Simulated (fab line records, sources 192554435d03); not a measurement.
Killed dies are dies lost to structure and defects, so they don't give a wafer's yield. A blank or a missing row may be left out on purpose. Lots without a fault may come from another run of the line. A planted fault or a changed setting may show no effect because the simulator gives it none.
One fault seen from 3 desks | flow n5_finfet | each desk has only its own numbers; what lay behind them comes last

THE TOOL OWNER'S DESK: litho_track-03
The tool's own readings at N5_BEOL_M1_COAT_73 (time 60 s, resist thk 5 nm): means of the sampled wafers that have a number, for each lot that ran on this tool. A lot is out of limits, marked OUT, if its mean lies more than 4 standard deviations from the usual mean; the brackets give that distance.
Columns: A = heater_power_total_W at N5_BEOL_M1_COAT_73, usual 391.7 W; B = plate_temp_C at N5_BEOL_M1_COAT_73, usual 205.05 C; C = spin_speed_rpm at N5_BEOL_M1_COAT_73, usual 1500.1 rpm
lot  | first seen here | A                | B                | C
L816 | day 6 11:28     | 391.7            | 204.97           | 1500.5
L818 | day 6 19:18     | 392.2            | 205.21           | 1500.1
L822 | day 7 21:28     | 390.5            | 205.01           | 1499.8
L829 | day 9 15:54     | 404.6 (+9.9) OUT | 209.79 (+30) OUT | 1499.6
L831 | day 10 00:43    | 405.0 (+10) OUT  | 210.14 (+32) OUT | 1501.4
This desk's finding: out of limits on L829, L831; first on L829, day 9 15:54 (heater_power_total_W at N5_BEOL_M1_COAT_73). In limits: L816, L818, L822.

THE DEFECT DESK
What the inspections along the route counted, lot by lot: means of the sampled wafers that have a number. A lot is out of limits, marked OUT, if its mean lies more than 4 standard deviations from the usual mean; the brackets give that distance.
Columns: A = raw_defect_count at N5_BEOL_M1_INSPECT_13, usual 423
lot  | first seen here | A
L816 | day 6 11:57     | 312
L818 | day 6 19:38     | 501
L819 | day 7 05:34     | 583
L822 | day 7 21:59     | 653
L823 | day 8 02:46     | 484
L829 | day 9 16:14     | 412
L831 | day 10 01:04    | 373
L834 | day 10 17:31    | 446
L837 | day 11 11:41    | 422
L836 | day 11 12:02    | 343
L838 | day 12 04:02    | 417
This desk's finding: nothing out of limits on any of the 11 lots.

THE METROLOGY DESK
What the gauges read, lot by lot, whatever tool the lot ran on: means of the sampled wafers that have a number. A lot is out of limits, marked OUT, if its mean lies more than 4 standard deviations from the usual mean; the brackets give that distance. Of its 10 readings 7 are shown: those that lie furthest out on some lot.
Columns: A = DIBL_N at N5_BEOL_M4_RC_MEAS_101, usual 36.9 mV/V; B = ION_N at N5_BEOL_M4_RC_MEAS_101, usual 673 uA/um; C = ION_P at N5_BEOL_M4_RC_MEAS_101, usual 463 uA/um; D = SS_N at N5_BEOL_M4_RC_MEAS_101, usual 71.6 mV/dec; E = SS_P at N5_BEOL_M4_RC_MEAS_101, usual 73.4 mV/dec; F = VT_N at N5_BEOL_M4_RC_MEAS_101, usual 250 mV; G = VT_P at N5_BEOL_M4_RC_MEAS_101, usual -250 mV
lot  | first seen here | A    | B   | C   | D    | E    | F   | G
L816 | day 8 13:19     | 36.4 | 670 | 459 | 71.6 | 74.0 | 250 | -255
L818 | day 8 18:08     | 36.7 | 676 | 466 | 71.9 | 73.1 | 249 | -249
L819 | day 9 02:05     | 36.7 | 664 | 451 | 71.8 | 72.6 | 251 | -255
L823 | day 10 01:18    | 36.5 | 659 | 454 | 72.0 | 73.0 | 254 | -251
L822 | day 10 02:21    | 38.2 | 672 | 463 | 71.7 | 73.5 | 248 | -249
L829 | day 11 14:55    | 37.7 | 683 | 469 | 71.7 | 73.4 | 249 | -249
L831 | day 12 03:09    | 35.5 | 676 | 464 | 71.8 | 73.5 | 251 | -251
L834 | day 13 03:25    | 38.3 | 684 | 469 | 71.6 | 73.2 | 250 | -250
L837 | day 13 19:45    | 38.5 | 668 | 457 | 72.1 | 74.0 | 253 | -253
L836 | day 13 20:19    | 36.5 | 671 | 465 | 71.6 | 73.4 | 252 | -250
L838 | day 13 23:04    | 37.1 | 662 | 456 | 71.1 | 73.2 | 253 | -251
This desk's finding: nothing out of limits on any of the 11 lots.

PUT TOGETHER
The tool owner's desk could have raised an alarm at day 9 15:54, on L829, L831.
The defect desk saw nothing out of limits.
The metrology desk saw nothing out of limits.
The defect desk has L829, L831 on record, within its limits.
The metrology desk has L829, L831 on record, within its limits.
Of the lots named, all ran N5_BEOL_M1_COAT_73 on litho_track-03.

WHAT THE SIMULATOR HAD PUT IN
Process parameter drift: litho_track-03, from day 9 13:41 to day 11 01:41, at N5_BEOL_M1_COAT_73. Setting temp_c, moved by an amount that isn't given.
Lots struck among those shown: L829, L831.
Hours from the fault's start to each desk's first reading out of limits: the tool owner's desk, 2.
